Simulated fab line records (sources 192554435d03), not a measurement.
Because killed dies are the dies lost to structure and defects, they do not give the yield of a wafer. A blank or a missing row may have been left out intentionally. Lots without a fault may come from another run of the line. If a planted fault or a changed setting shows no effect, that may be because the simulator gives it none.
Matching of chambers | flow n5Finfet | 3 sister chambers for N5_BEOL_M6_DEP_56 on pecvd-04
The step deposits SiCN from 3MS/NH3, target thk 10 nm, time 17.5 s. 14 wafers are shown with their chamber, then 6 later ones without.

== WAFERS WITH THEIR CHAMBER ==
wafer  | chamber | throttleValvePct (%) | showerheadPlenumPTorr (Torr)
L548.1 | 2       | 9.0                  | 3.689
L548.3 | 0       | 9.4                  | 3.677
L548.5 | 2       | 8.9                  | 3.680
L554.3 | 0       | 9.5                  | 3.667
L554.4 | 1       | 9.1                  | 3.635
L554.6 | 0       | 9.6                  | 3.658
L556.1 | 2       | 8.4                  | 3.669
L556.3 | 1       | 9.2                  | 3.641
L556.5 | 2       | 8.2                  | 3.664
L558.3 | 1       | 9.0                  | 3.646
L558.5 | 2       | 8.2                  | 3.659
L558.6 | 0       | 9.6                  | 3.662
L560.3 | 2       | 8.1                  | 3.677
L560.4 | 2       | 8.3                  | 3.667

SIGNATURES (means of the wafers above)
reading               | chamber 0 | chamber 1 | chamber 2 | scatter within a chamber
throttleValvePct      | 9.525     | 9.100     | 8.443     | 0.274
showerheadPlenumPTorr | 3.66600   | 3.64067   | 3.67214   | 0.00908
Rule: a wafer's distance from a chamber is the root of the sum, over the readings, of the square of ((its reading less the chamber's mean) divided by the reading's scatter). The wafer belongs to the nearest chamber; if the next one is less than 2 further off, it can't be placed. The scatter is the square root of a quotient: the sum, over the shown wafers, of each reading's squared deviation from its chamber's mean, divided by wafers minus chambers.

== WAFERS WITH NO CHAMBER GIVEN ==
wafer  | throttleValvePct (%) | showerheadPlenumPTorr (Torr)
L560.5 | 9.2                  | 3.652
L561.1 | 9.2                  | 3.640
L561.3 | 8.5                  | 3.672
L561.4 | 8.6                  | 3.671
L568.3 | 8.2                  | 3.673
L568.6 | 9.7                  | 3.676

== CHAMBER TAKEN BY EACH ==
wafer  | from the rows above     | in truth
L560.5 | can't be placed: 1 or 0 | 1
L561.1 | 1                       | 1
L561.3 | 2                       | 2
L561.4 | 2                       | 2
L568.3 | 2                       | 2
L568.6 | 0                       | 0
Correct placement for 5 of the 6. Unplaceable from these rows: 1, with the true chamber sitting among the candidates in 1. Wrongly placed: 0.
